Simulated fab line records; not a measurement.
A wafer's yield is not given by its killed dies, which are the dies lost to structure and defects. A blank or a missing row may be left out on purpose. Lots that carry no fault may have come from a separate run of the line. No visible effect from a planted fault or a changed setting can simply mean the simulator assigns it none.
fab line records    flow n5-finfet    part 2 of 2: steps 19 to 29 of 29
[record] lots = 5  wafers = 15  last-day = 17
route steps=1938 shown SD_EPI_N@274 SD_EPI_P@295
lots that met no fault: from a run of the same line without faults
start-h: hours from the record's opening day to when the first of the lot's shown wafers began    wait-h: hours elapsed since this lot's preceding step    " identical to the entry in the row above    L1.1+2: several wafers, shown together as one row    - either no value or no given start    * or withheld: withheld    < > ~ a bound
route shown NAME@n: names a module that has steps shown in the file, with the first one's number in the route    usual: mean/standard deviation of fault-free wafers    same: alike in all rows    chamber/n: place in a boat    sites: per-site readings    _std_site: the standard deviation of these    _edge_site: mean of outer sites minus mean of inner sites    radius-mm: how far each site lies from the wafer's centre    mask NAME#n: copy n    behind: the last tool/chamber to shape the wafer    hold: what put the lot on hold/how long, in hours/how the hold closed    device: which transistor (n, p or np) failed to switch    end of line: the route-end tests of the same wafers    a step without rows: its recipe alone    killed: the dies lost at the first sort to structure and to defects; this is not the yield of the wafer    map: dies across one wafer; x = killed, . = not, _ = none there
set.NAME: the run value of the setting; set.NAME@STEP: its run value at that earlier step    model.NAME: the simulator's own value behind a step, which no gauge read
lots at some steps of the route; a table a step, a row a wafer
services: from which hour (start-h, from the record's first day; less than 0 if before it) a tool's chamber was out of use, for how many hours, and why
[[steps]]
[step N5_SD_EPI_N_PRECLEAN_49]
[recipe] chemistry = NF3:NH3  afs-cycles = 1  temp-c = 30  time-s = 20  sublimation-temp-c = 180  sublimation-time-s = 60  pressure-torr = 3  rf-power-w = 30
[usual] sublimation-temp-c = 179.98/0.15
lot.wafer  tool              chamber  start-h  wait-h  sublimation-temp-c
L080.1     remote-plasma-01  1        90.58    0.0     179.95
L080.2     "                 1        "        "       180.15
L080.6     "                 1        "        "       180.17
L085.2     remote-plasma-02  0        122.03   0.1     179.95
L085.3     "                 0        "        "       180.27
L085.5     "                 0        "        "       180.09
L086.2     remote-plasma-02  1        133.67   0.1     179.70
L086.4     "                 1        "        "       179.88
L086.6     "                 1        "        "       180.20
L088.2     remote-plasma-01  1        143.62   0.1     180.01
L088.5     "                 1        "        "       180.01
L088.6     "                 1        "        "       180.12
L094.1     remote-plasma-01  0        171.45   0.0     179.76
L094.4     "                 0        "        "       179.75
L094.6     "                 0        "        "       179.93
[step N5_SD_EPI_N_LINER_46]
[recipe] material = SiNx  target-thk-a = 30  temp-c = 400  ald-precursor-family = SiH2I2  ald-co-reactant = N2/H2-plasma  pressure-torr = 2
[usual] heater-power-outer-w = 544/55  heater-power-w = 874/86
lot.wafer  tool        chamber  start-h  wait-h  heater-power-outer-w  heater-power-w
L080.1     ald-sin-01  3        90.90    0.3     569                   914
L080.2     "           2        "        "       610                   865
L080.6     "           3        "        "       572                   923
L085.2     ald-sin-02  0        122.20   0.1     476                   750
L085.3     "           1        "        "       533                   856
L085.5     "           0        "        "       471                   772
L086.2     ald-sin-01  0        133.84   0.1     571                   915
L086.4     "           3        "        "       591                   914
L086.6     "           1        "        "       531                   931
L088.2     ald-sin-01  1        143.79   0.1     521                   953
L088.5     "           1        "        "       541                   911
L088.6     "           2        "        "       606                   878
L094.1     ald-sin-02  3        171.65   0.2     485                   760
L094.4     "           2        "        "       541                   882
L094.6     "           2        "        "       554                   874
[step N5_SD_EPI_N_INSPECT_26]
[recipe] inspect-instrument = darkfield  mode = post-epi
[usual] raw-defect-count = 199/37
lot.wafer  tool               chamber  start-h  wait-h  raw-defect-count
L080.1     defect-inspect-01  -        91.15    0.1     191
L080.2     "                  -        "        "       280
L080.6     "                  -        "        "       247
L085.2     defect-inspect-02  -        122.45   0.1     185
L085.3     "                  -        "        "       151
L085.5     "                  -        "        "       142
L086.2     defect-inspect-01  -        134.09   0.1     219
L086.4     "                  -        "        "       231
L086.6     "                  -        "        "       218
L088.2     defect-inspect-01  -        144.04   0.1     198
L088.5     "                  -        "        "       224
L088.6     "                  -        "        "       167
L094.1     defect-inspect-01  -        171.90   0.1     295
L094.4     "                  -        "        "       261
L094.6     "                  -        "        "       237
[step N5_SD_EPI_P_COAT_34]
[recipe] resist = SOC  temp-c = 250  time-s = 60  spin-rpm = 1500  resist-thk-nm = 350
[usual] exhaust-pa = 44.8/0.85
lot.wafer  tool            chamber  start-h  wait-h  exhaust-pa
L080.1     litho-track-02  0        91.18    0.0     45.3
L080.2     "               0        "        "       45.5
L080.6     "               0        "        "       45.3
L085.2     litho-track-02  0        122.48   0.0     43.3
L085.3     "               0        "        "       42.8
L085.5     "               0        "        "       42.6
L086.2     litho-track-02  0        134.12   0.0     44.3
L086.4     "               0        "        "       44.0
L086.6     "               0        "        "       44.6
L088.2     litho-track-02  0        144.07   0.0     45.9
L088.5     "               0        "        "       46.1
L088.6     "               0        "        "       46.5
L094.1     litho-track-05  0        171.93   0.0     46.1
L094.4     "               0        "        "       44.3
L094.6     "               0        "        "       45.0
[step N5_SD_EPI_P_COAT_35]
[recipe] resist = SiARC  temp-c = 220  time-s = 60  spin-rpm = 1500  resist-thk-nm = 35
[usual] exhaust-pa = 44.9/0.81
lot.wafer  tool            chamber  start-h  wait-h  exhaust-pa
L080.1     litho-track-02  0        -        -       45.6
L080.2     "               0        "        "       46.7
L080.6     "               0        "        "       45.7
L085.2     litho-track-02  0        -        -       44.0
L085.3     "               0        "        "       43.5
L085.5     "               0        "        "       43.9
L086.2     litho-track-02  0        -        -       44.6
L086.4     "               0        "        "       44.3
L086.6     "               0        "        "       47.4
L088.2     litho-track-02  0        -        -       44.3
L088.5     "               0        "        "       43.5
L088.6     "               0        "        "       45.0
L094.1     litho-track-05  0        -        -       45.1
L094.4     "               0        "        "       46.5
L094.6     "               0        "        "       44.8
[step N5_SD_EPI_P_COAT_03]
[recipe] resist = CAR-ArF-block  spin-rpm = 1500  resist-thk-nm = 150
[usual] exhaust-pa = 44.9/0.98
lot.wafer  tool            chamber  start-h  wait-h  exhaust-pa
L080.1     litho-track-02  0        -        -       45.0
L080.2     "               0        "        "       43.9
L080.6     "               0        "        "       45.6
L085.2     litho-track-02  0        -        -       44.0
L085.3     "               0        "        "       44.3
L085.5     "               0        "        "       44.8
L086.2     litho-track-02  0        -        -       46.6
L086.4     "               0        "        "       45.4
L086.6     "               0        "        "       46.8
L088.2     litho-track-02  0        -        -       44.9
L088.5     "               0        "        "       44.9
L088.6     "               0        "        "       44.8
L094.1     litho-track-05  0        -        -       44.9
L094.4     "               0        "        "       45.8
L094.6     "               0        "        "       44.8
[step N5_SD_EPI_P_EBR_05]
[recipe] solvent = PGMEA  ebr-width-mm = 1.5
[usual] exhaust-pa = 44.9/0.95
lot.wafer  tool            chamber  start-h  wait-h  exhaust-pa
L080.1     litho-track-02  0        -        -       45.3
L080.2     "               0        "        "       44.8
L080.6     "               0        "        "       45.4
L085.2     litho-track-02  0        -        -       43.9
L085.3     "               0        "        "       43.7
L085.5     "               0        "        "       44.7
L086.2     litho-track-02  0        -        -       43.8
L086.4     "               0        "        "       44.3
L086.6     "               0        "        "       43.9
L088.2     litho-track-02  0        -        -       44.7
L088.5     "               0        "        "       46.0
L088.6     "               0        "        "       45.5
L094.1     litho-track-05  0        -        -       45.6
L094.4     "               0        "        "       45.4
L094.6     "               0        "        "       46.1
[step N5_SD_EPI_P_SOFTBAKE_04]
[recipe] temp-c = 110  time-s = 60  resist = CAR-ArF-block
[usual] exhaust-pa = 45.2/0.93
lot.wafer  tool            chamber  start-h  wait-h  exhaust-pa
L080.1     litho-track-02  0        -        -       45.7
L080.2     "               0        "        "       43.6
L080.6     "               0        "        "       43.1
L085.2     litho-track-02  0        -        -       44.8
L085.3     "               0        "        "       45.1
L085.5     "               0        "        "       44.5
L086.2     litho-track-02  0        -        -       46.2
L086.4     "               0        "        "       47.2
L086.6     "               0        "        "       45.3
L088.2     litho-track-02  0        -        -       47.2
L088.5     "               0        "        "       46.1
L088.6     "               0        "        "       45.4
L094.1     litho-track-05  0        -        -       45.3
L094.4     "               0        "        "       45.6
L094.6     "               0        "        "       45.1
[step N5_SD_EPI_P_EXPOSE_06]
[recipe] mask-id = SD_P_BLK  na = 1.35  source-shape = conventional  sigma-outer = 0.8  polarization = unpolarized  target-cd-nm = 240  dose-mj = 39.5
[usual] exposure-dose-mJ-cm2 = 39.50/0.1
lot.wafer  tool             chamber  start-h  wait-h  mask        exposure-dose-mJ-cm2
L080.1     arfi-scanner-03  0        91.30    -       SD_P_BLK#0  39.41
L080.2     "                0        "        "       SD_P_BLK#0  39.40
L080.6     "                0        "        "       SD_P_BLK#0  39.44
L085.2     arfi-scanner-02  0        122.73   -       SD_P_BLK#0  39.76
L085.3     "                0        "        "       SD_P_BLK#0  39.80
L085.5     "                0        "        "       SD_P_BLK#0  39.72
L086.2     arfi-scanner-03  0        134.37   -       SD_P_BLK#0  39.40
L086.4     "                0        "        "       SD_P_BLK#0  39.44
L086.6     "                0        "        "       SD_P_BLK#0  39.44
L088.2     arfi-scanner-01  0        144.20   -       SD_P_BLK#0  39.45
L088.5     "                0        "        "       SD_P_BLK#0  39.46
L088.6     "                0        "        "       SD_P_BLK#0  39.52
L094.1     arfi-scanner-03  0        172.05   -       SD_P_BLK#0  39.42
L094.4     "                0        "        "       SD_P_BLK#0  39.47
L094.6     "                0        "        "       SD_P_BLK#0  39.42
[step N5_SD_EPI_P_PEB_07]
[recipe] peb-temp-c = 110  peb-time-s = 60  resist = CAR-ArF-block
[usual] exhaust-pa = 44.9/0.95
lot.wafer  tool            chamber  start-h  wait-h  exhaust-pa
L080.1     litho-track-02  0        91.36    0.1     43.6
L080.2     "               0        "        "       44.1
L080.6     "               0        "        "       44.8
L085.2     litho-track-05  0        122.78   0.0     43.0
L085.3     "               0        "        "       44.2
L085.5     "               0        "        "       43.8
L086.2     litho-track-05  0        134.43   0.0     43.0
L086.4     "               0        "        "       43.9
L086.6     "               0        "        "       45.4
L088.2     litho-track-02  0        144.25   0.0     45.3
L088.5     "               0        "        "       44.9
L088.6     "               0        "        "       46.2
L094.1     litho-track-03  0        172.11   0.1     47.7
L094.4     "               0        "        "       47.3
L094.6     "               0        "        "       48.2
[step N5_SD_EPI_P_DEVELOP_08]
[recipe] develop-time-s = 30  developer = TMAH  resist = CAR-ArF-block  dev-temp-c = 23  rinse-liquid = diw  dry = air-spin
[usual] exhaust-pa = 45.0/0.82
lot.wafer  tool            chamber  start-h  wait-h  exhaust-pa
L080.1     litho-track-02  0        -        -       44.5
L080.2     "               0        "        "       45.3
L080.6     "               0        "        "       44.3
L085.2     litho-track-05  0        -        -       44.5
L085.3     "               0        "        "       44.7
L085.5     "               0        "        "       44.5
L086.2     litho-track-05  0        -        -       45.6
L086.4     "               0        "        "       45.5
L086.6     "               0        "        "       45.8
L088.2     litho-track-02  0        -        -       45.8
L088.5     "               0        "        "       45.1
L088.6     "               0        "        "       44.3
L094.1     litho-track-03  0        -        -       45.7
L094.4     "               0        "        "       45.2
L094.6     "               0        "        "       46.6
[[services]]
tool              chamber  start-h  hours  kind
arfi-scanner-03   -        65.90    3.9    pm
rie-si-06         3        69.79    6.4    repair
wet-bench-06      -        75.54    1.9    pm
rie-diel-02       0        79.64    8.6    repair
rie-diel-02       1        79.64    3.7    repair
rie-si-06         -        80.34    4.0    pm
remote-plasma-02  -        89.90    0.1    repair
plasma-asher-01   -        90.19    7.5    repair
ald-sin-01        2        96.95    11.7   repair
ald-sin-02        -        99.08    3.6    repair
epi-rpcvd-02      -        102.11   8.1    pm
rie-si-06         1        105.86   14.2   repair
arfi-scanner-03   -        114.17   1.0    pm
ald-sin-02        -        119.38   2.8    pm
arfi-scanner-03   -        122.06   1.3    pm
rie-si-06         -        125.24   14.6   pm
rie-diel-02       -        145.40   4.3    pm
arfi-scanner-03   -        145.43   0.8    pm
rie-si-02         3        146.81   3.9    repair
wet-bench-06      -        148.52   2.5    repair
rie-si-06         -        149.28   0.4    repair
rie-si-06         2        162.06   1.1    repair
rie-diel-02       -        163.03   3.2    repair
arfi-scanner-03   -        163.39   1.5    pm
